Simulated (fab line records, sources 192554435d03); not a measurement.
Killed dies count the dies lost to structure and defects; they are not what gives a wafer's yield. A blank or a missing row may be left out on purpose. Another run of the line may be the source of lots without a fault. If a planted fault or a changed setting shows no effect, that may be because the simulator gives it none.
Matching of chambers    flow n5_finfet    N5_BEOL_M14_ILD_DEP_00 on pecvd-03: 3 sister chambers
The step deposits SiO2 from TEOS/O2, target thk 1119.3 nm, time 237.4 s. 6 wafers are shown with their chamber, then 11 later ones without.

== WAFERS, EACH WITH ITS CHAMBER ==
wafer   chamber  throttle_valve_pct (%)  showerhead_plenum_p_Torr (Torr)
L097.5  0        19.5                    8.33
L091.1  2        17.8                    8.34
L091.3  0        19.6                    8.32
L092.1  2        17.5                    8.33
L092.5  1        19.1                    8.30
L094.1  1        19.1                    8.27

== WAFERS WITH NO CHAMBER GIVEN ==
wafer   throttle_valve_pct (%)  showerhead_plenum_p_Torr (Torr)
L094.5  19.2                    8.29
L094.6  17.7                    8.32
L096.3  19.3                    8.29
L096.4  19.3                    8.27
L096.6  17.7                    8.32
L082.1  17.7                    8.31
L082.3  19.1                    8.29
L082.6  19.6                    8.34
L093.1  17.6                    8.33
L093.4  17.7                    8.33
L093.5  19.1                    8.36

== CHAMBER TAKEN BY EACH ==
wafer   from the rows above      in truth
L094.5  1                        1
L094.6  2                        2
L096.3  can't be placed: 1 or 0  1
L096.4  1                        1
L096.6  2                        2
L082.1  2                        2
L082.3  1                        1
L082.6  0                        0
L093.1  2                        2
L093.4  2                        2
L093.5  can't be placed: 0 or 1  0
9 of 11 placed correctly. Can't be placed from these rows: 2 (the true chamber is among the candidates in 2). Number placed wrongly: 0.
How it was worked out, from the rows above alone: a wafer's distance from a chamber is the root of the sum, over the readings, of the square of ((its reading less the chamber's mean) divided by the reading's scatter). The wafer belongs to the nearest chamber; if the next one is less than 2 further off, it can't be placed. For every chamber, the mean is computed from those of its wafers that are shown. The scatter: the root of (the sum of the squares of (reading less its chamber's mean) over the shown wafers, divided by (wafers less chambers)).
